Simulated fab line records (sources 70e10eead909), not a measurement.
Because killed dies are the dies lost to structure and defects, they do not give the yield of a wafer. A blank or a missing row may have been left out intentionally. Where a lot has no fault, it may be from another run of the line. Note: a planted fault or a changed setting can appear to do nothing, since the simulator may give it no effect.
fab line records	flow nandHarc
record: lots: 12	wafers: 36	lastDay: 32
route steps=1302 shown A_STAIRCASE@700 END@1302
lots untouched by any fault: they come from a run of this same line in which no faults occurred
startH: hours from the record's first day to the start of the lot's first wafer shown	waitH: hours from the lot's prior step to this one	" unchanged from the row above	L1.1+2: one row covering several wafers at once	- value missing, or start not given	* or withheld: withheld	< > ~ a bound
route shown NAME@n: names a module that has steps shown in the file, with the first one's number in the route	usual: mean/standard deviation of fault-free wafers	same: alike in all rows	chamber/n: place in a boat	sites: per-site readings	_std_site: their standard deviation	_edge_site: the outer-site mean with the inner-site mean subtracted	radiusMm: for every site, how far away it sits from the centre of the wafer	mask NAME#n: copy n	behind: tool/chamber where the wafer was last shaped	hold: what put the lot on hold/how long, in hours/how the hold closed	device: names the non-switching transistor (n, p or np)	end of line: at the end of the route, the tests of the same wafers	step lacking rows: just its recipe	killed: at the first sort, the dies lost to defects and structure; wafer yield is something else	map: a wafer's dies, x killed, . not, _ none there
set.NAME: the run value of the setting; set.NAME@STEP: its run value at that earlier step	model.NAME: the simulator's own value behind a step, which no gauge read
the route's steps for a sample of lots (tables are steps, rows are wafers)
services: a tool's chamber out of use, with start hour (startH, from the record's first day; less than 0 if before it), hours out, and reason
== steps ==
step: NHARC_A_STAIRCASE_DESCUM_186
recipe: timeS: 3	o2FlowSccm: 200	arFlowSccm: 0	biasPowerW: 0	chemistry: O2
usual: drypumpMotorCurrentA: 5.9/0.44	oesProductAu: 1.002/0.015	rfVppV: 58.0/0.97	showerheadPlenumPTorr: 1.93/0.099	throttleValvePct: 11.310/0.0091
lot.wafer	tool	chamber	startH	waitH	drypumpMotorCurrentA	oesProductAu	rfHoursCounterH	rfVppV	showerheadPlenumPTorr	throttleValvePct
L674.4	rieDiel-06	1	379.38	-	5.6	0.995	17	56.9	1.82	11.319
L674.1	"	3	"	"	6.2	0.998	23	59.7	1.86	11.311
L674.5	"	1	"	"	5.6	1.000	-	59.5	1.82	11.296
L675.1	rieDiel-08	0	381.73	-	6.1	1.015	2	59.3	2.08	11.318
L675.4	"	2	"	"	6.3	1.037	2	56.5	1.93	11.328
L675.5	"	3	"	"	5.1	0.994	-	58.8	1.96	11.321
L676.2	rieDiel-08	2	383.61	-	6.3	1.024	3	56.0	1.93	11.308
L676.4	"	3	"	"	5.1	0.988	2	59.2	1.96	11.309
L676.5	"	0	"	"	6.0	1.009	-	58.6	2.08	11.305
L677.1	rieDiel-06	3	394.93	-	6.2	1.009	30	57.4	1.86	11.322
L677.2	"	0	"	"	6.1	1.017	23	58.4	1.86	11.317
L677.6	"	2	"	"	6.3	1.000	-	58.8	2.07	11.300
L683.1	rieDiel-08	0	462.45	-	6.1	1.006	30	59.7	2.07	11.307
L683.4	"	3	"	"	5.1	0.991	32	56.8	1.95	11.309
L683.5	"	0	"	"	6.0	1.005	-	57.1	2.07	11.316
L684.3	rieDiel-06	3	473.58	-	6.2	0.997	59	56.9	1.85	11.294
L684.2	"	0	"	"	6.1	1.021	48	55.4	1.86	11.310
L684.6	"	1	"	"	5.5	0.995	-	58.1	1.81	11.309
L685.3	rieDiel-08	2	474.10	-	6.3	1.020	35	56.6	1.91	11.315
L685.1	"	3	"	"	5.1	0.974	36	58.2	1.95	11.308
L685.4	"	0	"	"	6.1	1.017	33	59.5	2.07	11.302
L691.2	rieDiel-08	3	540.06	-	5.1	0.986	62	56.5	1.94	11.305
L691.6	"	0	"	"	6.0	1.010	-	58.0	2.06	11.305
L691.4	"	1	"	"	5.5	0.987	-	57.8	1.91	11.303
L693.3	rieDiel-10	0	548.25	-	5.0	0.998	30	58.0	2.05	11.289
L693.2	"	1	"	"	5.5	0.998	23	58.1	2.03	11.309
L693.1	"	3	"	"	5.7	0.996	31	56.9	1.92	11.310
L694.2	rieDiel-06	1	559.46	-	5.6	1.029	29	56.7	1.80	11.311
L694.1	"	0	"	"	6.2	1.000	34	59.4	1.84	11.300
L694.6	"	0	"	"	6.1	1.003	-	58.2	1.84	11.316
L695.1	rieDiel-06	0	571.28	-	6.1	0.997	37	58.5	1.84	11.309
L695.4	"	1	"	"	5.5	1.034	33	57.8	1.80	11.314
L695.6	"	0	"	"	6.1	0.989	-	58.4	1.84	11.310
L696.3	rieDiel-06	2	577.39	-	6.3	0.980	31	57.7	2.05	11.323
L696.1	"	3	"	"	6.2	0.985	33	56.9	1.84	11.298
L696.5	"	1	"	"	5.6	1.025	-	58.2	1.80	11.304
step: NHARC_A_STAIRCASE_ETCH_192
recipe: targetDepthA: 1000	timeS: 40.5	ionEnergyEv: 400	c4f8FlowSccm: 20	o2FlowSccm: 10	arFlowSccm: withheld	rfW: 600	biasW: 1000	chemistry: C4F8/O2
usual: oesProductAu: 0.943/0.015	rfFwdPowerW: 591.2/2.6	rfVppV: 897/6
lot.wafer	tool	chamber	startH	waitH	oesProductAu	rfFwdPowerW	rfHoursCounterH	rfVppV
L674.1	rieDiel-06	0	-	-	0.950	592.0	18	893
L674.4	"	2	"	"	0.942	590.7	24	905
L674.5	"	0	"	"	0.956	594.7	-	894
L675.1	rieDiel-08	2	-	-	0.971	590.9	2	897
L675.4	"	0	"	"	0.962	591.6	2	906
L675.5	"	2	"	"	0.970	592.7	-	896
L676.4	rieDiel-08	0	-	-	0.949	591.2	3	904
L676.2	"	1	"	"	0.946	592.0	4	899
L676.5	"	3	"	"	0.927	593.3	-	899
L677.2	rieDiel-06	2	-	-	0.947	591.2	29	905
L677.1	"	0	"	"	0.967	591.6	24	894
L677.6	"	2	"	"	0.945	590.4	-	907
L683.1	rieDiel-08	2	-	-	0.941	589.4	31	897
L683.4	"	1	"	"	0.934	591.8	29	897
L683.5	"	3	"	"	0.924	593.8	-	899
L684.2	rieDiel-06	3	-	-	0.946	587.9	60	892
L684.3	"	0	"	"	0.957	590.2	49	893
L684.6	"	1	"	"	0.932	590.8	-	889
L685.3	rieDiel-08	0	-	-	0.937	594.9	34	906
L685.4	"	1	"	"	0.905	591.8	33	896
L685.1	"	3	"	"	0.909	596.3	36	898
L691.2	rieDiel-08	1	-	-	0.946	593.5	59	897
L691.4	"	0	"	"	0.959	592.5	-	904
L691.6	"	1	"	"	0.944	593.9	-	896
L693.1	rieDiel-10	0	-	-	0.932	589.0	30	905
L693.3	"	1	"	"	0.949	590.8	24	904
L693.2	"	2	"	"	0.962	592.3	30	903
L694.1	rieDiel-06	2	-	-	0.938	592.5	26	905
L694.2	"	0	"	"	0.948	592.2	34	892
L694.6	"	1	"	"	0.963	588.5	-	889
L695.4	rieDiel-06	1	-	-	0.963	588.4	34	889
L695.1	"	3	"	"	0.951	587.5	32	891
L695.6	"	0	"	"	0.941	591.7	-	892
L696.1	rieDiel-06	2	-	-	0.940	590.9	32	903
L696.3	"	3	"	"	0.934	590.9	33	892
L696.5	"	2	"	"	0.937	595.3	-	903
step: NHARC_A_STAIRCASE_ETCH_194
recipe: targetDepthA: 1000	timeS: 40.5	ionEnergyEv: 400	c4f8FlowSccm: 20	o2FlowSccm: 10	arFlowSccm: withheld	rfW: 600	biasW: 1000	chemistry: C4F8/O2
usual: oesProductAu: 0.943/0.016	rfFwdPowerW: 591.1/2.5	rfVppV: 896/6
lot.wafer	tool	chamber	startH	waitH	oesProductAu	rfFwdPowerW	rfHoursCounterH	rfVppV
L674.4	rieDiel-06	1	-	-	0.946	590.8	18	891
L674.1	"	3	"	"	0.941	589.0	24	893
L674.5	"	2	"	"	0.963	594.1	-	905
L675.4	rieDiel-08	2	-	-	0.986	591.1	2	897
L675.1	"	3	"	"	0.941	592.9	2	899
L675.5	"	2	"	"	0.975	587.9	-	896
L676.2	rieDiel-08	0	-	-	0.943	594.5	4	907
L676.4	"	1	"	"	0.941	593.3	4	896
L676.5	"	1	"	"	0.933	587.6	-	896
L677.1	rieDiel-06	1	-	-	0.932	588.7	23	890
L677.2	"	3	"	"	0.936	586.9	30	893
L677.6	"	0	"	"	0.961	594.2	-	892
L683.4	rieDiel-08	0	-	-	0.966	590.4	30	905
L683.1	"	3	"	"	0.930	593.7	33	897
L683.5	"	1	"	"	0.946	592.4	-	895
L684.3	rieDiel-06	3	-	-	0.944	586.8	60	893
L684.2	"	1	"	"	0.933	590.8	44	890
L684.6	"	1	"	"	0.937	590.2	-	889
L685.3	rieDiel-08	0	-	-	0.965	591.6	34	905
L685.1	"	2	"	"	0.953	593.5	36	896
L685.4	"	3	"	"	0.924	595.1	36	898
L691.2	rieDiel-08	0	-	-	0.947	594.5	61	905
L691.6	"	1	"	"	0.928	593.9	-	895
L691.4	"	3	"	"	0.927	594.4	-	898
L693.3	rieDiel-10	2	-	-	0.943	596.0	30	905
L693.2	"	3	"	"	0.941	590.1	32	896
L693.1	"	0	"	"	0.950	590.4	30	904
L694.1	rieDiel-06	0	-	-	0.924	594.0	34	890
L694.2	"	1	"	"	0.970	586.4	30	888
L694.6	"	2	"	"	0.929	589.8	-	905
L695.1	rieDiel-06	1	-	-	0.971	587.6	34	890
L695.4	"	2	"	"	0.918	593.6	30	904
L695.6	"	1	"	"	0.963	589.9	-	889
L696.3	rieDiel-06	0	-	-	0.932	590.2	39	892
L696.1	"	2	"	"	0.931	591.9	32	903
L696.5	"	3	"	"	0.927	588.9	-	890
step: NHARC_A_STAIRCASE_ETCH_197
recipe: targetDepthA: 1000	timeS: 40.5	ionEnergyEv: 400	c4f8FlowSccm: 20	o2FlowSccm: 10	arFlowSccm: withheld	rfW: 600	biasW: 1000	chemistry: C4F8/O2
usual: oesProductAu: 0.950/0.02	rfFwdPowerW: 592.0/2.8	rfVppV: 899/5.3
lot.wafer	tool	chamber	startH	waitH	oesProductAu	rfFwdPowerW	rfHoursCounterH	rfVppV
L674.4	rieDiel-08	2	380.84	-	0.977	591.0	1	896
L674.1	"	0	"	"	0.983	592.3	2	905
L674.5	"	2	"	"	0.981	591.3	-	897
L675.4	rieDiel-08	2	383.04	-	0.974	590.5	2	898
L675.1	"	3	"	"	0.928	593.4	2	900
L675.5	"	1	"	"	0.958	597.6	-	898
L676.4	rieDiel-08	2	385.32	-	0.967	592.2	4	896
L676.2	"	0	"	"	0.943	591.1	4	907
L676.5	"	2	"	"	0.971	594.2	-	898
L677.1	rieDiel-06	0	396.30	-	0.964	587.3	24	893
L677.2	"	1	"	"	0.946	589.7	23	890
L677.6	"	2	"	"	0.931	589.4	-	906
L683.1	rieDiel-10	1	463.76	-	0.950	592.5	10	902
L683.4	"	3	"	"	0.947	597.3	11	898
L683.5	"	1	"	"	0.950	590.3	-	901
L684.3	rieDiel-08	1	475.43	-	1.105	595.5	33	897
L684.2	"	3	"	"	0.910	591.5	36	897
L684.6	"	2	"	"	0.946	592.7	-	896
L685.1	rieDiel-08	1	476.13	-	1.118	594.5	33	896
L685.4	"	2	"	"	0.947	587.4	36	896
L685.3	"	3	"	"	0.912	595.9	37	899
L691.2	rieDiel-10	2	541.61	-	0.950	595.5	28	903
L691.4	"	0	"	"	0.946	589.6	27	905
L691.6	"	2	"	"	0.948	597.2	-	904
L693.3	rieDiel-10	2	549.56	-	0.942	595.8	31	905
L693.1	"	0	"	"	0.938	590.3	31	904
L693.2	"	1	"	"	0.924	587.1	24	903
L694.2	rieDiel-06	0	560.99	-	0.949	590.7	35	892
L694.1	"	1	"	"	0.962	590.6	30	890
L694.6	"	1	"	"	0.957	591.8	-	890
L695.1	rieDiel-08	2	572.65	-	0.973	587.4	8	897
L695.4	"	2	"	"	0.964	591.7	-	895
L695.6	"	1	"	"	0.956	593.9	-	897
L696.3	rieDiel-10	0	578.69	-	0.956	588.2	39	906
L696.1	"	1	"	"	0.954	588.0	35	904
L696.5	"	0	"	"	0.965	592.5	-	905
step: NHARC_END_SORT_01
recipe: tempC: 25
usual: killedAtArray: 56/19	killedAtOther: 0.6/1	killedAtPeriphery: 3.9/2.7	killedDies: 61/19	killedOpen: 3.3/1.9	killedShort: 2.4/1.7
same: grossDies: 677
lot.wafer	tool	chamber	startH	waitH	killedAtArray	killedAtOther	killedAtPeriphery	killedDies	killedOpen	killedShort
L684.2	prober-01	0	684.00	2.8	38	0	4	42	2	0
L684.3	prober-01	0	684.80	3.1	671	0	4	675	6	3
L684.6	prober-01	0	687.18	4.0	41	0	3	44	5	2
L685.1	prober-01	0	692.19	2.5	671	2	4	677	5	3
L685.3	prober-01	0	693.80	3.1	61	0	5	66	3	1
L685.4	prober-01	0	694.60	3.4	59	2	3	64	3	1
killed by level:class
L684.2 A_SLIT:chamberFilmFlake=30 A_CHANNEL_HOLE_D1:chamberFilmFlake=6 P_GATE:chamberFilmFlake=2 P_CONTACT:geometricParticle:open=1 A_CHANNEL_FILL_D2:geometricParticle:open=1 P_ZERO_WELL:chamberFilmFlake=1 A_STAIRCASE:chamberFilmFlake=1
L684.3 A_STAIRCASE:areaEtch=635 A_SLIT:chamberFilmFlake=18 A_CHANNEL_HOLE_D1:chamberFilmFlake=8 P_GATE:chamberFilmFlake=3 A_CHANNEL_FILL_D1:geometricParticle:open=2 A_CONTACT:geometricParticle:open=2 A_SOURCE_PLATE:geometricParticle:short=1 A_DECK1_JOINT:geometricParticle:open=1
L684.6 A_SLIT:chamberFilmFlake=26 A_CHANNEL_HOLE_D1:chamberFilmFlake=5 A_M0:geometricParticle:open=3 A_STAIRCASE:chamberFilmFlake=2 A_SOURCE_PLATE:geometricParticle:short=1 A_ONON_D2:geometricParticle:short=1 A_CHANNEL_HOLE_D2:geometricParticle:open=1 A_SGD_CUT:geometricParticle:open=1
L685.1 A_STAIRCASE:areaEtch=614 A_SLIT:chamberFilmFlake=27 A_STAIRCASE:chamberFilmFlake=7 A_CONTACT:chamberFilmFlake=6 A_CHANNEL_HOLE_D2:chamberFilmFlake=4 A_CHANNEL_HOLE_D1:chamberFilmFlake=3 A_M1:geometricParticle:open=2 P_CONTACT:chamberFilmFlake=2
L685.3 A_SLIT:chamberFilmFlake=36 A_STAIRCASE:chamberFilmFlake=10 A_CHANNEL_HOLE_D1:chamberFilmFlake=8 P_STI:chamberFilmFlake=2 A_CHANNEL_FILL_D1:chamberFilmFlake=2 P_CONTACT:geometricParticle:open=1 A_CHANNEL_FILL_D1:geometricParticle:open=1 A_CHANNEL_FILL_D2:geometricParticle:open=1
L685.4 A_SLIT:chamberFilmFlake=26 A_CHANNEL_HOLE_D1:chamberFilmFlake=8 A_STAIRCASE:chamberFilmFlake=8 A_CONTACT:chamberFilmFlake=7 A_CHANNEL_HOLE_D2:chamberFilmFlake=4 A_CHANNEL_FILL_D1:chamberFilmFlake=3 THIN_TSV:chamberFilmFlake=2 P_STI:geometricParticle:open=1
== services ==
tool	chamber	startH	hours	kind
rieDiel-08	1	362.69	5.6	repair
rieDiel-08	-	367.84	9.0	pm
rieDiel-08	0	367.84	9.0	ventCycle
rieDiel-08	2	367.84	9.0	ventCycle
rieDiel-08	3	367.84	9.0	ventCycle
rieDiel-08	0	376.84	-	clean
rieDiel-08	0	376.84	-	consumableReplace:showerhead
rieDiel-08	1	376.84	-	clean
rieDiel-08	2	376.84	-	clean
rieDiel-08	3	376.84	-	clean
rieDiel-06	-	384.12	1.8	repair
rieDiel-08	0	401.54	-	clean
rieDiel-08	1	401.54	-	clean
rieDiel-08	2	401.54	-	clean
rieDiel-08	3	401.54	-	clean
rieDiel-10	-	420.00	9.0	pm
rieDiel-08	0	426.04	-	clean
rieDiel-10	1	466.77	17.7	repair
rieDiel-06	2	474.45	7.3	repair
rieDiel-06	-	484.37	9.0	pm
rieDiel-10	-	491.56	33.9	repair
rieDiel-08	-	541.65	3.1	repair
rieDiel-08	-	544.84	9.0	pm
rieDiel-06	3	558.29	5.9	repair
== key ==
firstSign: step: NHARC_A_STAIRCASE_ETCH_197	reading: oesProductAu	direction: up	sigmas: 8.2	usual: 0.950	struck: 1.111
effect: step: NHARC_END_SORT_01	reading: killedDies	direction: up	sigmas: 33	usual: 61	struck: 676
moreKillsBornAt: NHARC_A_STAIRCASE_ETCH_197@rieDiel-08: 1249
metAt NHARC_A_STAIRCASE_ETCH_197
struckLots L684,L685
struckWafers L684.3,L685.1
laterRowsLeftOut L684.3,L685.1
testerLeftOut L684,L685
notActingAt NHARC_A_STAIRCASE_DESCUM_186,NHARC_A_STAIRCASE_ETCH_192,NHARC_A_STAIRCASE_ETCH_194
onsetBetween 383.04 475.43
fault: kind: processParameterDrift	tool: rieDiel-08	chamber: 1	onsetH: 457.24	steps: NHARC_A_STAIRCASE_ETCH_197	channel: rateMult	offset: 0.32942	shape: step	endH: 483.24
testerLeftOut: of these lots the tester's yield and bins aren't shown, on N5 and GAA mostly nor the transistor test; their killed dies are dies lost to structure and defects alone, not to doping, threshold or leakage, so they don't give the yield
laterRowsLeftOut: the simulator's readings of these wafers behind a module that went badly wrong aren't trusted and aren't shown, but for the sort
